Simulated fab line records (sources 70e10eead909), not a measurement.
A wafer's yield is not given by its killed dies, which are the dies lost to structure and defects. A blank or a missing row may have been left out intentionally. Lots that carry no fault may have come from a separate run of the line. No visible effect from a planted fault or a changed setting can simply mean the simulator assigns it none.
Which tool was responsible? -- flow nand-harc -- Sampling: 13 lots, 38 wafers, 5 of 1159 route steps

== WHAT EACH GAUGE READ, for each wafer ==
NHARC_A_ONON_D1_THK_MEAS_18: measures by ellipsometry. Usual: 998 nm for thk-nm, sd 10.
lot,measured,on,thk-nm (nm),flag
L314,day 7 18:01,film-metro-02,991 992 990,
L315,day 7 18:01,film-metro-02,991 989 990,
L319,day 9 08:35,film-metro-01,1014 1014 1015,
L318,day 9 08:35,film-metro-02,980 982 981,
L320,day 9 14:08,film-metro-02,982 982 982,
L321,day 9 22:36,film-metro-02,1008 1008 1007,
L322,day 9 22:36,film-metro-01,997 996 995,
L323,day 10 06:20,film-metro-02,1014 1012 1013,
L324,day 10 06:19,film-metro-01,1009 1008 1009,
L330,day 12 04:06,film-metro-02,992 941,OFF
L336,day 13 02:07,film-metro-01,1001 1000 999,
L335,day 13 02:07,film-metro-02,999 997 998,
L337,day 13 18:22,film-metro-02,997 995 996,

NHARC_END_SORT_01. Usual: killed-at-array 29, standard deviation 13; killed-at-other 0.7, standard deviation 1; killed-at-periphery 3.2, standard deviation 2.3; killed-dies 33, standard deviation 13; killed-open 3.3, standard deviation 1.7; killed-short 2.0, standard deviation 1.5.
lot,measured,on,killed-at-array,killed-at-other,killed-at-periphery,killed-dies,killed-open,killed-short,flag
L330,day 23 20:14,prober-01,18 669,2 3,0 5,20 677,2 6,0 2,OFF

== WHICH TOOL RAN EACH LOT (tool, then ch and the chambers of the sampled wafers, then the start) ==
lot,NHARC_P_BONDPAD_DESCUM_11,NHARC_P_BONDPAD_STRIP_15,NHARC_A_ONON_D1_DEP_16
L314,"rie-diel-09 ch 1,2,3, day 6 04:23","rie-diel-08 ch 0,2,3, day 6 04:47","pecvd-onon-04 ch 0, day 7 17:31"
L315,"rie-diel-13 ch 2,3, day 6 05:11","rie-diel-13 ch 1,3, day 6 05:34","pecvd-onon-01 ch 0, day 7 17:37"
L319,"rie-diel-13 ch 2,3, day 7 17:45","rie-diel-13 ch 2,3, day 7 18:18","pecvd-onon-03 ch 0, day 9 08:05"
L318,"rie-diel-13 ch 2,3, day 7 18:31","rie-diel-13 ch 2,3, day 7 19:08","pecvd-onon-04 ch 0, day 9 08:16"
L320,"rie-diel-13 ch 1,2,3, day 8 00:22","rie-diel-13 ch 0,2,3, day 8 00:44","pecvd-onon-04 ch 0, day 9 13:41"
L321,"rie-diel-13 ch 2,3, day 8 08:20","rie-diel-08 ch 0,1,3, day 8 08:46","pecvd-onon-03 ch 0, day 9 22:05"
L322,"rie-diel-08 ch 0,2,3, day 8 09:28","rie-diel-13 ch 0,1, day 8 09:54","pecvd-onon-04 ch 0, day 9 22:05"
L323,"rie-diel-13 ch 2,3, day 8 16:07","rie-diel-13 ch 1,3, day 8 16:34","pecvd-onon-01 ch 0, day 10 05:49"
L324,"rie-diel-08 ch 0,2,3, day 8 16:28","rie-diel-08 ch 0,1,3, day 8 16:51","pecvd-onon-03 ch 0, day 10 05:52"
L330,"rie-diel-13 ch 1,2, day 10 17:40","rie-diel-13 ch 0, day 10 18:03","pecvd-onon-03 ch 0, day 12 03:35"
L336,"rie-diel-13 ch 1,2,3, day 11 13:22","rie-diel-13 ch 2,3, day 11 13:44","pecvd-onon-01 ch 0, day 13 01:36"
L335,"rie-diel-13 ch 2,3, day 11 14:05","rie-diel-13 ch 0,3, day 11 14:30","pecvd-onon-04 ch 0, day 13 01:43"
L337,"rie-diel-09 ch 0,1,3, day 12 01:20","rie-diel-09 ch 0,1,3, day 12 01:44","pecvd-onon-01 ch 0, day 13 17:58"
- NHARC_P_BONDPAD_DESCUM_11: chemistry O2, time 3 s.
- NHARC_P_BONDPAD_STRIP_15: strips in O2.
- NHARC_A_ONON_D1_DEP_16: target thk 1000 nm.

== AS READ BY THE TOOLS THEMSELVES (means over the sampled wafers that have a number; for cases with no such wafer, the mark the record gives instead) ==
NHARC_P_BONDPAD_DESCUM_11. Usual: drypump-motor-current-A 5.6 A, standard deviation 0.44; oes-product-au 1.000 a.u., standard deviation 0.0092; rf-vpp-V 57.6 V, standard deviation 0.9; showerhead-plenum-p-Torr 1.87 Torr, standard deviation 0.056; throttle-valve-pct 11.312 %, standard deviation 0.009.
lot,tool,drypump-motor-current-A (A),oes-product-au (a.u.),rf-vpp-V (V),showerhead-plenum-p-Torr (Torr),throttle-valve-pct (%),flag
L314,rie-diel-09,5.8,1.009,57.8,1.92,11.318,
L315,rie-diel-13,5.7,0.999,57.4,1.84,11.310,
L319,rie-diel-13,5.5,1.005,57.0,1.85,11.315,
L318,rie-diel-13,5.5,1.000,57.7,1.85,11.322,
L320,rie-diel-13,5.4,1.009,57.5,1.84,11.304,
L321,rie-diel-13,5.5,0.999,57.4,1.85,11.311,
L322,rie-diel-08,5.7,0.996,57.8,1.87,11.313,
L323,rie-diel-13,5.5,1.000,58.1,1.85,11.319,
L324,rie-diel-08,5.7,0.988,57.2,1.87,11.309,
L330,rie-diel-13,5.5,0.998,57.4,1.83,11.312,
L336,rie-diel-13,5.4,0.994,56.6,1.83,11.323,
L335,rie-diel-13,5.5,0.993,57.5,1.84,11.308,
L337,rie-diel-09,5.5,0.996,57.9,1.92,11.313,

NHARC_P_BONDPAD_STRIP_15. Usual: drypump-motor-current-A 5.6 A, standard deviation 0.42; oes-product-au 1.001 a.u., standard deviation 0.0095; rf-vpp-V 57.7 V, standard deviation 0.89; showerhead-plenum-p-Torr 3.46 Torr, standard deviation 0.1; throttle-valve-pct 17.037 %, standard deviation 0.0094.
lot,tool,drypump-motor-current-A (A),oes-product-au (a.u.),rf-vpp-V (V),showerhead-plenum-p-Torr (Torr),throttle-valve-pct (%),flag
L314,rie-diel-08,5.7,0.996,58.2,3.47,17.046,
L315,rie-diel-13,5.2,1.008,56.8,3.42,17.034,
L319,rie-diel-13,5.5,0.991,57.3,3.41,17.030,
L318,rie-diel-13,5.7,1.014,57.7,3.40,17.044,
L320,rie-diel-13,5.8,1.004,57.5,3.48,17.034,
L321,rie-diel-08,5.7,0.998,57.4,3.41,17.041,
L322,rie-diel-13,5.5,1.006,56.7,3.47,17.038,
L323,rie-diel-13,5.2,1.004,58.0,3.42,17.037,
L324,rie-diel-08,5.7,1.000,57.5,3.41,17.041,
L330,rie-diel-13,6.2,1.002,58.0,3.61,17.038,
L336,rie-diel-13,5.5,0.993,57.6,3.41,17.026,
L335,rie-diel-13,5.9,1.006,59.0,3.55,17.037,
L337,rie-diel-09,5.5,0.999,58.6,3.54,17.036,

== THE ANSWER, worked out from the rows above alone ==
Rule: lot off if the mean of its wafers having a number is beyond 3 standard deviations from the usual mean. A lot without any number at a reading at which 4 lots or more have one is off too. Where the step has rows for the other lots, those lots are counted as sound. After the gauges, taken in route order, come the tools' own readings; for these a lot's mean is taken, as printed above. At the first step where some lot is off, the reading lying furthest off is the one used; lots without a number count as furthest.
Off: L330 (NHARC_A_ONON_D1_THK_MEAS_18, thk-nm).
A tool fits if, at a process step before that reading, it ran every lot that is off, and no sound lot after the first of them. Not tried: the gauges at NHARC_A_ONON_D1_THK_MEAS_18; whatever is off there is also off at NHARC_END_SORT_01, on other tools, and gauge error can't account for it. One fits: pecvd-onon-03 at NHARC_A_ONON_D1_DEP_16. A fault onset in the window from L324 (day 10 05:52, its last sound lot) to L330 (day 12 03:35, its first lot off) fits.

== WHAT THE SIMULATOR HAD PUT IN ==
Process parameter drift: pecvd-onon-03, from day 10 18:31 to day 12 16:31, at NHARC_A_ONON_D1_DEP_16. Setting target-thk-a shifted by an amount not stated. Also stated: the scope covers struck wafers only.
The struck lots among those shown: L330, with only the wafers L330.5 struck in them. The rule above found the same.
